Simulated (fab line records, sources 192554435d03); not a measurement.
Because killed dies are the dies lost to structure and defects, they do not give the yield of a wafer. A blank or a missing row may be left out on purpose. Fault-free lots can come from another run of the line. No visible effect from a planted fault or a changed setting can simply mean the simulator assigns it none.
Which tool was responsible?	flow n5_finfet	24 lots, 72 wafers sampled, at 5 steps of a route of 1938

## WHAT THE GAUGES READ, wafer by wafer
N5_BEOL_M6_RS_MEAS_57: measures by four-point-probe.
lot	measured	on	M6_RS (ohm/sq)
L075	day 8 19:17	film_metro-01	0.286 0.286 0.282
L074	day 8 21:51	film_metro-02	0.278 0.288 0.280
L076	day 9 06:21	film_metro-02	0.286 0.289 0.286
L077	day 9 11:03	film_metro-01	0.281 0.285 0.273
L078	day 9 17:01	film_metro-01	0.270 0.279 0.287
L079	day 10 06:19	film_metro-02	0.283 0.285 0.279
L080	day 10 07:24	film_metro-02	0.286 0.286 0.288
L081	day 10 23:36	film_metro-02	0.279 0.293 0.274
L082	day 10 23:41	film_metro-01	0.289 0.289 0.296
L083	day 11 10:33	film_metro-01	0.275 0.277 0.281
L086	day 11 15:44	film_metro-02	0.269 0.283 0.272
L084	day 11 16:32	film_metro-02	0.284 0.282 0.282
L085	day 11 16:16	film_metro-02	0.281 0.288 0.281
L087	day 11 22:37	film_metro-02	0.283 0.281 0.288
L089	day 12 12:07	film_metro-02	0.273 0.287 0.278
L088	day 12 12:43	film_metro-02	0.282 0.285 0.283
L091	day 12 20:25	film_metro-01	0.277 0.280 0.278
L092	day 13 02:22	film_metro-01	0.285 0.270 0.283
L090	day 13 03:18	film_metro-01	0.289 0.292 0.292
L094	day 14 05:44	film_metro-02	0.300 0.282 0.285
L093	day 14 06:10	film_metro-01	0.279 0.288 0.287
L095	day 14 06:17	film_metro-02	0.280 0.289 0.290
L096	day 14 06:59	film_metro-01	0.293 0.279 0.283
L097	day 14 07:35	film_metro-02	0.296 0.278 0.285

N5_BEOL_M6_INSPECT_58: inspects for defects (darkfield).
lot	measured	on	raw_defect_count
L075	day 8 19:19	defect_inspect-02	65 107 42
L074	day 8 21:52	defect_inspect-02	135 109 58
L076	day 9 06:23	defect_inspect-02	87 69 55
L077	day 9 11:05	defect_inspect-01	73 57 77
L078	day 9 17:02	defect_inspect-02	65 67 85
L079	day 10 06:20	defect_inspect-02	48 64 63
L080	day 10 07:26	defect_inspect-02	81 61 63
L081	day 10 23:38	defect_inspect-02	79 62 56
L082	day 10 23:43	defect_inspect-01	30 88 52
L083	day 11 10:35	defect_inspect-01	83 78 47
L086	day 11 15:46	defect_inspect-01	58 47 81
L084	day 11 16:34	defect_inspect-02	144 85 86
L085	day 11 16:17	defect_inspect-02	67 76 110
L087	day 11 22:38	defect_inspect-02	115 45 68
L089	day 12 12:09	defect_inspect-01	56 69 79
L088	day 12 12:45	defect_inspect-02	68 103 81
L091	day 12 20:27	defect_inspect-02	74 88 43
L092	day 13 02:23	defect_inspect-01	73 45 70
L090	day 13 03:20	defect_inspect-02	39 73 29
L094	day 14 05:46	defect_inspect-01	41 66 76
L093	day 14 06:11	defect_inspect-02	63 91 61
L095	day 14 06:19	defect_inspect-01	74 75 102
L096	day 14 07:01	defect_inspect-01	54 44 44
L097	day 14 07:37	defect_inspect-01	92 84 49

## EACH LOT AND THE TOOL THAT RAN IT (in order: tool; ch and the chambers of the sampled wafers; start)
lot	N5_BEOL_M6_TRENCH_ETCH_37	N5_BEOL_M6_DEGAS_44	N5_BEOL_M6_SPUTTER_48
L075	rie_diel-06 ch 0,2, day 8 16:16 or earlier	pvd_sputter-02, day 8 16:16	pvd_sputter-01, day 8 18:22
L074	rie_diel-06 ch 2,3, day 8 20:01 or earlier	pvd_sputter-03, day 8 20:01	pvd_sputter-03, day 8 20:55
L076	rie_diel-06 ch 1,2, day 9 03:47 or earlier	pvd_sputter-03, day 9 03:47	pvd_sputter-02, day 9 04:39
L077	rie_diel-02 ch 1,2, day 9 07:59 or earlier	pvd_sputter-03, day 9 07:59	pvd_sputter-02, day 9 10:04
L078	rie_diel-04 ch 1,2,3, day 9 15:10 or earlier	pvd_sputter-02, day 9 15:10	pvd_sputter-02, day 9 16:01
L079	rie_diel-02 ch 1,2,3, day 10 04:32 or earlier	pvd_sputter-01, day 10 04:32	pvd_sputter-01, day 10 05:17
L080	rie_diel-02 ch 0,2, day 10 05:10 or earlier	pvd_sputter-01, day 10 05:10	pvd_sputter-03, day 10 06:05
L081	rie_diel-04 ch 0,1,2, day 10 21:28 or earlier	pvd_sputter-03, day 10 21:28	pvd_sputter-01, day 10 22:40
L082	rie_diel-06 ch 1,2,3, day 10 21:41 or earlier	pvd_sputter-03, day 10 21:41	pvd_sputter-01, day 10 22:45
L083	rie_diel-06 ch 0,1, day 11 08:26 or earlier	pvd_sputter-03, day 11 08:26	pvd_sputter-02, day 11 09:37
L086	rie_diel-04 ch 1,2, day 11 13:59 or earlier	pvd_sputter-01, day 11 13:59	pvd_sputter-03, day 11 14:38
L084	rie_diel-02 ch 1,2,3, day 11 14:04 or earlier	pvd_sputter-01, day 11 14:04	pvd_sputter-02, day 11 14:55
L085	rie_diel-02 ch 0,2,3, day 11 14:04 or earlier	pvd_sputter-03, day 11 14:04	pvd_sputter-01, day 11 14:50
L087	rie_diel-02 ch 0,1,3, day 11 21:01 or earlier	pvd_sputter-03, day 11 21:01	pvd_sputter-02, day 11 21:40
L089	rie_diel-02 ch 1,2,3, day 12 10:22 or earlier	pvd_sputter-03, day 12 10:22	pvd_sputter-01, day 12 11:10
L088	rie_diel-02 ch 0,2,3, day 12 10:49 or earlier	pvd_sputter-03, day 12 10:49	pvd_sputter-02, day 12 11:34
L091	rie_diel-02 ch 1,2,3, day 12 16:44 or earlier	pvd_sputter-02, day 12 16:44	pvd_sputter-02, day 12 19:19
L092	rie_diel-06 ch 0,3, day 12 23:42 or earlier	pvd_sputter-02, day 12 23:42	pvd_sputter-01, day 13 00:32
L090	rie_diel-06 ch 0,1,2, day 13 01:23 or earlier	pvd_sputter-01, day 13 01:23	pvd_sputter-01, day 13 02:12
L094	rie_diel-04 ch 0,1, day 14 03:59 or earlier	pvd_sputter-02, day 14 03:59	pvd_sputter-02, day 14 04:34
L093	rie_diel-06 ch 0,2, day 14 04:29 or earlier	pvd_sputter-02, day 14 04:29	pvd_sputter-01, day 14 05:03
L095	rie_diel-02 ch 1,2,3, day 14 04:32 or earlier	pvd_sputter-01, day 14 04:32	pvd_sputter-03, day 14 05:22
L096	rie_diel-06 ch 0,1, day 14 04:52 or earlier	pvd_sputter-01, day 14 04:52	pvd_sputter-01, day 14 05:45
L097	rie_diel-04 ch 0,1, day 14 06:00 or earlier	pvd_sputter-03, day 14 06:00	pvd_sputter-03, day 14 06:34
- N5_BEOL_M6_TRENCH_ETCH_37: etches SiCOH lowk in C4F6/O2, target depth 94.435 nm, time 31.5 s.
- N5_BEOL_M6_DEGAS_44: time 60 s.
- N5_BEOL_M6_SPUTTER_48: material Cu, target thk 10 nm, time 1.667 s.

## WHAT THE TOOLS THEMSELVES READ (means of the sampled wafers that have a number; where no wafer has one, the mark that the record gives instead)
N5_BEOL_M6_TRENCH_ETCH_37.
lot	tool	C4F6_flow_sccm (sccm)	drypump_motor_current_A (A)	oes_product_au (a.u.)	rf_vpp_V (V)	showerhead_plenum_p_Torr (Torr)	throttle_valve_pct (%)
L075	rie_diel-06	9.979	6.0	0.81	663	2.80	20.89
L074	rie_diel-06	10.016	5.7	0.80	661	2.80	20.94
L076	rie_diel-06	9.987	5.8	0.86	665	2.83	20.89
L077	rie_diel-02	10.037	5.5	0.83	658	2.82	20.94
L078	rie_diel-04	9.969	5.4	0.79	664	2.86	20.90
L079	rie_diel-02	10.012	5.8	0.85	662	2.87	20.81
L080	rie_diel-02	9.973	5.0	0.82	662	2.91	21.01
L081	rie_diel-04	10.005	5.6	0.80	665	2.86	20.75
L082	rie_diel-06	9.999	5.5	0.79	662	2.83	20.97
L083	rie_diel-06	9.993	5.5	0.81	665	2.87	20.94
L086	rie_diel-04	9.990	5.3	0.81	662	2.86	20.83
L084	rie_diel-02	10.014	5.9	0.84	662	2.87	20.81
L085	rie_diel-02	9.985	5.3	0.84	667	2.96	20.86
L087	rie_diel-02	10.004	5.9	0.88	664	2.93	20.75
L089	rie_diel-02	10.037	5.8	0.83	662	2.87	20.82
L088	rie_diel-02	9.970	5.3	0.84	666	2.95	20.88
L091	rie_diel-02	9.982	5.8	0.84	662	2.87	20.83
L092	rie_diel-06	9.987	5.5	0.78	659	2.80	20.89
L090	rie_diel-06	10.031	5.7	0.77	664	2.82	20.96
L094	rie_diel-04	9.974	6.0	0.74	668	2.85	20.72
L093	rie_diel-06	9.968	6.0	0.85	662	2.77	20.84
L095	rie_diel-02	9.989	5.8	0.82	662	2.86	20.86
L096	rie_diel-06	9.987	5.5	0.88	664	2.85	20.85
L097	rie_diel-04	9.981	6.0	0.74	669	2.85	20.73

N5_BEOL_M6_DEGAS_44.
lot	tool	heater_power_w (W)
L075	pvd_sputter-02	366
L074	pvd_sputter-03	314
L076	pvd_sputter-03	340
L077	pvd_sputter-03	346
L078	pvd_sputter-02	349
L079	pvd_sputter-01	380
L080	pvd_sputter-01	381
L081	pvd_sputter-03	340
L082	pvd_sputter-03	328
L083	pvd_sputter-03	310
L086	pvd_sputter-01	336
L084	pvd_sputter-01	342
L085	pvd_sputter-03	329
L087	pvd_sputter-03	311
L089	pvd_sputter-03	347
L088	pvd_sputter-03	324
L091	pvd_sputter-02	368
L092	pvd_sputter-02	343
L090	pvd_sputter-01	353
L094	pvd_sputter-02	339
L093	pvd_sputter-02	340
L095	pvd_sputter-01	366
L096	pvd_sputter-01	359
L097	pvd_sputter-03	299

N5_BEOL_M6_SPUTTER_48.
lot	tool	bias_v (V)	throttle_valve_pct (%)
L075	pvd_sputter-01	59.9	30.3
L074	pvd_sputter-03	61.0	29.9
L076	pvd_sputter-02	60.0	29.9
L077	pvd_sputter-02	59.9	30.2
L078	pvd_sputter-02	60.6	30.5
L079	pvd_sputter-01	59.8	30.0
L080	pvd_sputter-03	60.3	30.2
L081	pvd_sputter-01	59.3	30.0
L082	pvd_sputter-01	60.3	29.8
L083	pvd_sputter-02	60.3	30.0
L086	pvd_sputter-03	60.1	30.0
L084	pvd_sputter-02	60.3	29.8
L085	pvd_sputter-01	60.3	30.0
L087	pvd_sputter-02	60.8	30.3
L089	pvd_sputter-01	60.0	30.2
L088	pvd_sputter-02	59.8	30.1
L091	pvd_sputter-02	60.0	30.0
L092	pvd_sputter-01	60.0	30.0
L090	pvd_sputter-01	59.7	30.3
L094	pvd_sputter-02	60.4	30.2
L093	pvd_sputter-01	59.8	30.2
L095	pvd_sputter-03	59.9	30.3
L096	pvd_sputter-01	59.9	29.9
L097	pvd_sputter-03	59.6	30.2

## THE ANSWER, worked out from the rows above alone
Rule: the usual values come from the lots themselves. The widest of any qualifying gaps counts: lots, ordered by their means at a reading, are off when they make up no more than a third of the lots, leave a main group of 4 or more, and stand apart from it by 3 or more times the standard deviation of that group's means. A main group whose means are all the same, to the digits that the tables above print for the reading, isn't used. A lot without any number at a reading at which 4 lots or more have one is off too. The other lots that the step has rows for count as sound. The gauges are gone through in route order, then the tools' own readings, and for those a lot's mean is taken as printed above. The first step at which some lot is off is used, and at that step the reading that is off furthest; a lot without a number counts as furthest.
No lot is off on any of the readings shown, so nothing can be concluded from this.

## WHAT WAS PUT IN BY THE SIMULATOR
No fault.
